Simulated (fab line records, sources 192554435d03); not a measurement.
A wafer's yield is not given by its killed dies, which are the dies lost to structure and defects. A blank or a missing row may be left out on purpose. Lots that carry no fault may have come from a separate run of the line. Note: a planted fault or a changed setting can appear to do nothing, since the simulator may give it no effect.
Problem report, 8D (eight disciplines) form, completed by code -- flow n5Finfet -- the parts of the form that need people (team, actions taken, sign-off) are left out

## 1. WHAT WENT WRONG
spinSpeedRpm at N5_SD_EPI_P_COAT_34 reads a mean of 1639.1 rpm on 6 wafers of 2 lots; wafers without a fault read 1500.0 rpm with a standard deviation of 0.95. That is +99 or more standard deviations from the usual mean.
The step: time 60 s, resist thk 350 nm.
Seen first at day 5 07:35 on lithoTrack-02, wafer L958.1. At this step, 18 wafers from 6 lots have a number in the record. Rule for "out", or "out of limits": more than 4 standard deviations from the usual mean. All remaining wafers that have a number are taken as sound.

## 2. WHAT IT IS, WHAT IT ISN'T
question,is,is not
which readings at this step,spinSpeedRpm,-
which lots,"L958, L960","L951, L952, L970, L973"
which wafers of those lots,all that have a number,-
read on which tools,lithoTrack-02,lithoTrack-04
when,from day 5 07:35,"up to then (6 sound wafers); but 6 sound wafers of L970, L973 came after"

## 3. SUSPECTS, AND WHAT RULES EACH OUT
Counting: a tool at a process step up to the reading stays a suspect if it ran every lot that is out and no sound lot after the first of them.
- lithoTrack-02 at N5_SD_EPI_P_COAT_34 (time 60 s, resist thk 350 nm): kept. It processed each lot that is out, first L958 at day 5 07:35, and no sound lot thereafter; up to then, the last sound lot it processed was L951 at day 3 09:48. Its own readings are out on those wafers: spinSpeedRpm.
Remaining after the count: lithoTrack-02 at N5_SD_EPI_P_COAT_34.

## 4. THE CAUSE (what the simulator had put in)
Process parameters drifting: lithoTrack-02 at N5_SD_EPI_P_COAT_34, beginning at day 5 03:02. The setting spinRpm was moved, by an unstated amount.
Counting left only this tool.

## 5. THE EFFECT CHAIN, in route order
Each row: a reading whose mean over the struck wafers that have a number lies more than 3 standard deviations from the usual. Scope: only readings with a usual standard deviation given in the record; hours: median across lots of the time from each lot's start at the first step in this table that gives one to its start at this step; sigmas: change in usual standard deviations.
hours,step,reading,usual,on struck wafers,change,sigmas
0,N5_SD_EPI_P_COAT_34,spinSpeedRpm,1500.0 rpm,1639.1,+139.1,+99 or more
Here are the process steps it includes:
- N5_SD_EPI_P_COAT_34: time 60 s, resist thk 350 nm.

## 6. WHAT WOULD HAVE CAUGHT IT SOONER
The fault began at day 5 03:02; the first out-of-limits reading in this record came at day 5 07:35, 5 hours later.
